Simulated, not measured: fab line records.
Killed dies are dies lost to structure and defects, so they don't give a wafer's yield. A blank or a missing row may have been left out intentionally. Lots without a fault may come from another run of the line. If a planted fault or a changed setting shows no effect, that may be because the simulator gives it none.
Shared-tool check -- flow nand_harc -- Lots sampled 11, wafers sampled 33

== REASON FOR OPENING ==
At NHARC_A_CHANNEL_HOLE_D1_INSPECT_40 the reading raw_defect_count is flagged on 2 of 11 lots. Fault-free wafers read 68, with a standard deviation of 27.
Rule: a lot is flagged in two cases, either no wafer of it has a number, or all its wafers with numbers fall more than 4 standard deviations from that mean. As for the other lots, they are considered sound.

lot,measured,on,"raw_defect_count, wafer by wafer",flag
L312,day 9 13:21,defect_inspect-02,44 55 37,
L315,day 10 01:16,defect_inspect-01,81 108 88,
L314,day 10 01:55,defect_inspect-02,56 40 30,
L317,day 11 06:59,defect_inspect-01,679 712 733,FLAGGED
L319,day 12 06:02,defect_inspect-01,727 632 668,FLAGGED
L326,day 14 20:08,defect_inspect-01,96 66 94,
L328,day 15 17:51,defect_inspect-01,95 104 100,
L329,day 16 14:39,defect_inspect-02,75 71 61,
L332,day 17 15:50,defect_inspect-02,64 54 46,
L333,day 18 04:53,defect_inspect-02,52 52 27,
L334,day 18 13:11,defect_inspect-02,46 29 78,
On average the flagged lots' numbers are 692, which is +624 against the usual, or +23 standard deviations.

== EACH LOT AND THE TOOL IT RAN ON ==
The record holds 3 process steps before the reading, out of a route of 1302 steps. Read each cell as the tool, then ch plus the chambers that the sampled wafers visited, then the start.
lot,flag,NHARC_A_CHANNEL_HOLE_D1_ETCH_19,NHARC_A_CHANNEL_HOLE_D1_ETCH_24,NHARC_A_CHANNEL_HOLE_D1_ETCH_33
L312,,"har_etch-01 ch 0,1, day 9 07:40","har_etch-01 ch 0,1, day 9 09:47","har_etch-01 ch 0,1, day 9 11:37"
L315,,"har_etch-02 ch 0,1, day 9 19:35","har_etch-02 ch 0,1, day 9 21:49","har_etch-02 ch 0,1, day 9 23:35"
L314,,"har_etch-01 ch 0, day 9 20:10","har_etch-01 ch 0, day 9 22:25","har_etch-01 ch 0, day 10 00:11"
L317,FLAGGED,"har_etch-02 ch 0,1, day 11 01:16","har_etch-02 ch 0,1, day 11 03:25","har_etch-02 ch 0,1, day 11 05:16"
L319,FLAGGED,"har_etch-02 ch 0, day 11 20:08","har_etch-02 ch 0, day 12 00:23","har_etch-02 ch 0, day 12 04:07"
L326,,"har_etch-02 ch 0,1, day 14 14:27","har_etch-02 ch 0,1, day 14 16:35","har_etch-02 ch 0,1, day 14 18:25"
L328,,"har_etch-02 ch 0,1, day 15 12:10","har_etch-02 ch 0,1, day 15 14:24","har_etch-02 ch 0,1, day 15 16:08"
L329,,"har_etch-01 ch 0,1, day 16 08:28","har_etch-01 ch 0,1, day 16 10:56","har_etch-01 ch 0,1, day 16 12:28"
L332,,"har_etch-02 ch 0,1, day 17 10:00","har_etch-02 ch 0,1, day 17 12:08","har_etch-02 ch 0,1, day 17 13:58"
L333,,"har_etch-02 ch 0,1, day 17 17:59","har_etch-02 ch 0,1, day 18 01:26","har_etch-02 ch 0,1, day 18 03:11"
L334,,"har_etch-02 ch 0,1, day 18 07:33","har_etch-02 ch 0,1, day 18 09:46","har_etch-02 ch 0,1, day 18 11:30"
What these steps do:
- NHARC_A_CHANNEL_HOLE_D1_ETCH_19: etches the open film in C4F8/O2/Ar, time 34.5 s.
- NHARC_A_CHANNEL_HOLE_D1_ETCH_24: etches the open film in C4F8/O2/Ar, time 906.2 s, target depth 1500 nm.
- NHARC_A_CHANNEL_HOLE_D1_ETCH_33: etches the open film in C4F8/O2/Ar, time 90 s, target depth 400 nm.
- NHARC_A_CHANNEL_HOLE_D1_INSPECT_40

== FLAGGED OVER TOTAL, TOOL BY TOOL (the gauges that took the reading come last) ==
step,tool,lots run,flagged,share of the flagged lots,sound lots run after its first flagged lot
NHARC_A_CHANNEL_HOLE_D1_ETCH_19,har_etch-01,3,0,none,-
NHARC_A_CHANNEL_HOLE_D1_ETCH_19,har_etch-02,8,2,all,"5 (L326,L328,L332,L333,L334)"
NHARC_A_CHANNEL_HOLE_D1_ETCH_24,har_etch-01,3,0,none,-
NHARC_A_CHANNEL_HOLE_D1_ETCH_24,har_etch-02,8,2,all,"5 (L326,L328,L332,L333,L334)"
NHARC_A_CHANNEL_HOLE_D1_ETCH_33,har_etch-01,3,0,none,-
NHARC_A_CHANNEL_HOLE_D1_ETCH_33,har_etch-02,8,2,all,"5 (L326,L328,L332,L333,L334)"
NHARC_A_CHANNEL_HOLE_D1_INSPECT_40,defect_inspect-01,5,2,all,"2 (L326,L328)"
NHARC_A_CHANNEL_HOLE_D1_INSPECT_40,defect_inspect-02,6,0,none,-

== WHAT THE TABLE PERMITS ==
4 rows of the table ran every flagged lot: har_etch-02 at NHARC_A_CHANNEL_HOLE_D1_ETCH_19, har_etch-02 at NHARC_A_CHANNEL_HOLE_D1_ETCH_24, har_etch-02 at NHARC_A_CHANNEL_HOLE_D1_ETCH_33, defect_inspect-01 at NHARC_A_CHANNEL_HOLE_D1_INSPECT_40.
- har_etch-02 at NHARC_A_CHANNEL_HOLE_D1_ETCH_19 ran 8 lots, 2 of them flagged. Sound lots followed the first flagged one (L326, L328, L332, L333, L334) on it, something a lasting fault affecting the whole tool could not allow.
- har_etch-02 at NHARC_A_CHANNEL_HOLE_D1_ETCH_24 ran 8 lots, 2 of them flagged. Sound lots followed the first flagged one (L326, L328, L332, L333, L334) on it, something a lasting fault affecting the whole tool could not allow.
- har_etch-02 at NHARC_A_CHANNEL_HOLE_D1_ETCH_33 ran 8 lots, 2 of them flagged. Sound lots followed the first flagged one (L326, L328, L332, L333, L334) on it, something a lasting fault affecting the whole tool could not allow.
- defect_inspect-01 at NHARC_A_CHANNEL_HOLE_D1_INSPECT_40 ran 5 lots, 2 of them flagged. Sound lots followed the first flagged one (L326, L328) on it, something a lasting fault affecting the whole tool could not allow.
Not one row of the table ran every flagged lot while running no sound lot after the first.

== WHAT HAD BEEN PUT IN BY THE SIMULATOR ==
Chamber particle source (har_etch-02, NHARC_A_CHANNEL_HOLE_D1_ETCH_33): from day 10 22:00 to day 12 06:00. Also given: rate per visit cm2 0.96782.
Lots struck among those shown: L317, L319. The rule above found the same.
